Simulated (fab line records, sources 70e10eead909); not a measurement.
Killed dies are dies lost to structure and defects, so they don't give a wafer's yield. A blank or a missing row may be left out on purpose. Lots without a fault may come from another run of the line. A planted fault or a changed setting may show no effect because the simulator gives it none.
fab line records | flow nand_harc | part 2 of 2: steps 15 to 25 of 25
record lots=5 wafers=15 last_day=33
route steps=1302 shown A_CHANNEL_HOLE_D2@589 A_CHANNEL_FILL_D2@610
lots that met no fault: from a run of the same line without faults
start_h: hours from the record's first day to the start of the lot's first wafer shown | wait_h: hours since the lot's step before | " the same as in the row above | L1.1+2: a row that stands for several wafers | - no value, or no start given | * or withheld: withheld | < > ~ a bound
route shown NAME@n: a module of which the file shows steps, and the number in the route of the first | usual: mean/standard deviation of fault-free wafers | same: alike in all rows | chamber/n: place in a boat | sites: the reading at each site | _std_site: their standard deviation | _edge_site: outer sites' mean less inner sites' | radius_mm: how far each site lies from the wafer's centre | mask NAME#n: copy n | behind: the tool/chamber that last shaped the wafer | hold: why the lot was held/for how many hours/how that ended | device: the transistor (n, p or np) that didn't switch | end of line: the same wafers' tests at the end of the route | a step without rows: its recipe alone | killed: dies lost to structure and defects at the first sort, not the wafer's yield | map: a wafer's dies, x killed, . not, _ none there
set.NAME: the setting as run; set.NAME@STEP: as run at that earlier step | model.NAME: the simulator's own value behind a step, which no gauge read
lots at some steps of the route; a table a step, a row a wafer
services: from which hour (start_h, from the record's first day; less than 0 if before it) a tool's chamber was out of use, for how many hours, and why
## steps
# step NHARC_A_CHANNEL_HOLE_D2_ETCH_44
# recipe target_depth_a=1400 overetch_a=140 time_s=77 ion_energy_ev=100 cf4_flow_sccm=80 o2_flow_sccm=20 ar_flow_sccm=0 rf_w=300 bias_w=100 chemistry=CF4/O2
# usual drypump_motor_current_A=5.8/0.53 oes_ar_750_au=1.000/0.0045 oes_product_au=0.998/0.014 rf_vpp_V=198.2/1.4 showerhead_plenum_p_Torr=1.35/0.056 throttle_valve_pct=13.396/0.0096
# columns lot.wafer tool chamber start_h wait_h drypump_motor_current_A oes_ar_750_au oes_product_au rf_hours_counter_h rf_vpp_V showerhead_plenum_p_Torr throttle_valve_pct
L079.1 rie_diel-04 2 345.22 0.1 4.7 1.006 1.020 9 195.8 1.26 13.382
L079.2 " 0 " " 5.7 0.995 1.011 9 197.0 1.32 13.408
L079.5 " 3 " " 5.9 1.002 1.009 - 198.8 1.37 13.402
L087.3 rie_diel-11 1 425.18 0.1 6.1 1.003 0.989 8 196.6 1.29 13.413
L087.4 " 3 " " 5.1 0.998 1.001 8 197.4 1.42 13.403
L087.5 " 0 " " 6.7 1.001 0.994 - 198.4 1.38 13.394
L090.4 rie_diel-12 1 456.73 0.1 5.8 0.997 1.011 0 196.6 1.30 13.407
L090.5 " 2 " " 5.6 1.001 0.984 - 197.4 1.32 13.413
L090.6 " 3 " " 5.1 1.004 0.966 - 198.5 1.38 13.396
L094.2 rie_diel-11 1 504.61 0.1 6.1 1.002 0.994 3 197.5 1.29 13.399
L094.3 " 2 " " 6.0 0.995 1.010 3 199.5 1.43 13.385
L094.6 " 0 " " 6.7 1.000 0.997 - 198.8 1.38 13.403
L096.2 rie_diel-04 1 517.30 0.1 6.1 1.006 0.982 7 198.2 1.39 13.398
L096.3 " 3 " " 5.9 1.004 0.999 9 198.0 1.37 13.388
L096.1 " 0 " " 5.7 0.999 1.011 8 197.2 1.32 13.386
# step NHARC_A_CHANNEL_HOLE_D2_STRIP_28
# recipe o2_flow_sccm=500 ar_flow_sccm=0 bias_w=0 chemistry=O2
# usual drypump_motor_current_A=5.8/0.51 oes_product_au=1.000/0.013 rf_vpp_V=57.9/0.89 showerhead_plenum_p_Torr=3.56/0.14 throttle_valve_pct=17.037/0.009
# columns lot.wafer tool chamber start_h wait_h drypump_motor_current_A oes_product_au rf_hours_counter_h rf_vpp_V showerhead_plenum_p_Torr throttle_valve_pct
L079.1 rie_diel-04 3 - - 5.9 1.004 10 58.8 3.62 17.044
L079.2 " 2 " " 4.6 1.015 9 57.0 3.33 17.028
L079.5 " 2 " " 4.7 1.020 - 57.2 3.33 17.041
L087.4 rie_diel-11 2 - - 5.9 1.004 9 57.8 3.78 17.022
L087.3 " 0 " " 6.7 0.995 9 58.4 3.64 17.042
L087.5 " 2 " " 6.0 0.994 - 58.1 3.78 17.039
L090.4 rie_diel-12 0 - - 6.0 0.999 0 57.3 3.44 17.047
L090.6 " 2 " " 5.6 0.975 - 58.0 3.49 17.055
L090.5 " 3 " " 5.1 0.977 - 58.6 3.63 17.033
L094.2 rie_diel-11 2 - - 6.0 1.009 3 58.7 3.78 17.038
L094.3 " 3 " " 5.1 0.999 3 59.3 3.74 17.031
L094.6 " 0 " " 6.7 0.999 - 58.8 3.64 17.044
L096.1 rie_diel-04 1 - - 6.1 0.993 7 58.0 3.67 17.043
L096.3 " 2 " " 4.7 0.993 7 57.6 3.33 17.045
L096.2 " 3 " " 5.9 1.010 9 58.0 3.61 17.031
# step NHARC_A_CHANNEL_HOLE_D2_PRECLEAN_29
# recipe time_s=* temp_c=50 bath_age_min=0 chemistry=SC1
# columns lot.wafer tool chamber start_h wait_h
L079.5+1+2 wet_bench-06 1,2,3 346.01 -
L087.4+5+3 wet_bench-06 0,1,2 425.84 -
L090.4+6+5 wet_bench-03 2,3,5 457.37 -
L094.6+2+3 wet_bench-03 5,6,1 505.26 -
L096.1+2+3 wet_bench-01 7,2,4 517.96 -
# step NHARC_A_CHANNEL_HOLE_D2_SRD_30
# columns lot.wafer tool chamber start_h wait_h
L079.5+1+2 wet_bench-06 1,2,3 - -
L087.4+5+3 wet_bench-06 0,1,2 - -
L090.4+6+5 wet_bench-03 2,3,5 - -
L094.6+2+3 wet_bench-03 5,6,1 - -
L096.1+2+3 wet_bench-01 7,2,4 - -
# step NHARC_A_CHANNEL_HOLE_D2_CD_MEAS_31
# usual cd_nm=91.1/1.8
# columns lot.wafer tool chamber start_h wait_h cd_nm
L079.1 cd_sem-02 - 346.14 - 90.9
L079.2 " - " " 90.0
L079.5 " - " " 92.9
L087.3 cd_sem-01 - 425.97 - 92.6
L087.4 " - " " 89.0
L087.5 " - " " 90.7
L090.4 cd_sem-01 - 457.51 - 87.7
L090.5 " - " " 88.4
L090.6 " - " " 91.1
L094.2 cd_sem-01 - 505.40 - 91.3
L094.3 " - " " 89.5
L094.6 " - " " 89.5
L096.1 cd_sem-03 - 518.10 - 91.5
L096.2 " - " " 89.2
L096.3 " - " " 92.3
# step NHARC_A_CHANNEL_HOLE_D2_XSEM_32
# recipe landing_energy_ev=35000
# usual bot_cd_nm=75.6/1.9 bow_nm=8.65/0.25 tilt_deg=0.09/0.042
# columns lot.wafer tool chamber start_h wait_h bot_cd_nm bow_nm tilt_deg
L079.1 xsem-02 0 346.23 0.1 76.4 8.48 0.13
L079.2 " 0 " " 75.7 8.48 0.13
L079.5 " 0 " " 77.8 8.47 0.13
L087.3 xsem-01 0 426.06 0.1 77.7 8.67 0.07
L087.4 " 0 " " 74.4 8.65 0.07
L087.5 " 0 " " 75.1 8.62 0.07
L090.4 xsem-01 0 457.60 0.1 73.3 8.77 0.17
L090.5 " 0 " " 74.2 8.69 0.17
L090.6 " 0 " " 76.1 8.82 0.17
L094.2 xsem-02 0 505.50 0.1 76.0 8.82 0.08
L094.3 " 0 " " 73.7 8.87 0.08
L094.6 " 0 " " 73.3 8.84 0.08
L096.1 xsem-01 0 518.19 0.1 75.1 8.74 0.06
L096.2 " 0 " " 73.6 8.81 0.07
L096.3 " 0 " " 76.2 8.73 0.06
# step NHARC_A_CHANNEL_HOLE_D2_INSPECT_40
# usual raw_defect_count=280/70
# columns lot.wafer tool chamber start_h wait_h raw_defect_count
L079.1 defect_inspect-01 - 346.33 - 439
L079.2 " - " " 297
L079.5 " - " " 276
L087.3 defect_inspect-02 - 426.15 - 403
L087.4 " - " " 340
L087.5 " - " " 285
L090.4 defect_inspect-01 - 457.69 - 164
L090.5 " - " " 191
L090.6 " - " " 212
L094.2 defect_inspect-02 - 505.59 - 442
L094.3 " - " " 416
L094.6 " - " " 341
L096.1 defect_inspect-02 - 518.28 - 250
L096.2 " - " " 175
L096.3 " - " " 263
# step NHARC_A_CHANNEL_FILL_D2_PRECLEAN_00
# recipe time_s=* temp_c=50 bath_age_min=0 chemistry=SC1
# columns lot.wafer tool chamber start_h wait_h
L079.2+1+5 wet_bench-02 4,6,1 346.38 0.1
L087.3+5+4 wet_bench-05 7,0,3 426.21 0.1
L090.4+6+5 wet_bench-07 5,6,1 457.74 0.1
L094.6+3+2 wet_bench-02 2,5,6 505.65 0.1
L096.2+1+3 wet_bench-05 5,6,7 518.34 0.1
# step NHARC_A_CHANNEL_FILL_D2_SRD_01
# columns lot.wafer tool chamber start_h wait_h
L079.2+1+5 wet_bench-02 4,6,1 - -
L087.3+5+4 wet_bench-05 7,0,3 - -
L090.4+6+5 wet_bench-07 5,6,1 - -
L094.6+3+2 wet_bench-02 2,5,6 - -
L096.2+1+3 wet_bench-05 5,6,7 - -
# step NHARC_A_CHANNEL_FILL_D2_ALD_02
# recipe target_thk_a=60 pulse_time_s=10 ald_cycles=60 temp_c=300 material=SiO2
# usual heater_power_w=475/54 precursor_pulse_height_rel=0.999/0.02
# columns lot.wafer tool chamber start_h wait_h heater_power_w precursor_pulse_height_rel
L079.1 ald_hk-04 1 346.53 - 492 1.004
L079.2 " 3 " " 386 0.992
L079.5 " 2 " " 419 1.001
L087.3 ald_hk-03 0 426.49 - 518 0.974
L087.4 " 1 " " 528 0.986
L087.5 " 2 " " 371 0.981
L090.4 ald_hk-02 1 457.88 - 456 0.971
L090.5 " 1 " " 462 0.979
L090.6 " 2 " " 492 1.004
L094.2 ald_hk-02 1 505.78 - 456 1.014
L094.3 " 0 " " 534 0.989
L094.6 " 2 " " 494 1.013
L096.1 ald_hk-02 2 518.52 - 499 1.030
L096.3 " 0 " " 533 0.985
L096.2 " 1 " " 456 1.005
# step NHARC_A_CHANNEL_FILL_D2_ALD_03
# recipe target_thk_a=60 pulse_time_s=60 ald_cycles=58 temp_c=630 pressure_torr=2 material=SiNx
# usual precursor_pulse_height_rel=1.000/0.021
# columns lot.wafer tool chamber start_h wait_h precursor_pulse_height_rel
L079.1 ald_sin_batch-03 0 - - 1.002
L079.2 " 0 " " 1.012
L079.5 " 0 " " 0.991
L087.3 ald_sin_batch-02 0 - - 0.996
L087.4 " 0 " " 1.014
L087.5 " 0 " " 1.012
L090.4 ald_sin_batch-02 0 - - 1.013
L090.5 " 0 " " 1.006
L090.6 " 0 " " 0.990
L094.2 ald_sin_batch-02 0 - - 0.999
L094.3 " 0 " " 1.010
L094.6 " 0 " " 1.001
L096.1 ald_sin_batch-03 0 - - 0.977
L096.2 " 0 " " 0.989
L096.3 " 0 " " 1.013
## services
# columns tool chamber start_h hours kind
wet_bench-07 - 336.00 8.0 pm
rie_diel-04 1 339.61 9.7 repair
wet_bench-02 - 347.96 1.9 repair
rie_diel-04 - 354.97 9.0 pm
wet_bench-06 - 369.62 8.0 pm
wet_bench-05 - 372.97 10.5 repair
rie_diel-12 1 373.98 2.8 repair
xsem-01 - 374.00 14.0 pm
har_etch-02 - 377.00 17.0 pm
rie_diel-04 0 379.01 8.6 repair
wet_bench-03 - 386.40 8.0 pm
xsem-01 - 395.96 1.5 repair
wet_bench-05 - 411.21 8.0 pm
wet_bench-02 - 420.00 8.0 pm
rie_diel-11 - 432.50 9.0 pm
wet_bench-05 - 441.04 2.8 repair
rie_diel-12 - 445.40 9.0 pm
wet_bench-05 - 450.80 10.4 repair
wet_bench-01 - 453.60 8.0 pm
ald_hk-02 - 460.82 0.8 repair
rie_diel-11 - 463.34 0.4 repair
rie_diel-04 2 471.33 2.9 repair
rie_diel-12 1 505.49 7.7 repair
wet_bench-07 - 512.00 8.0 pm
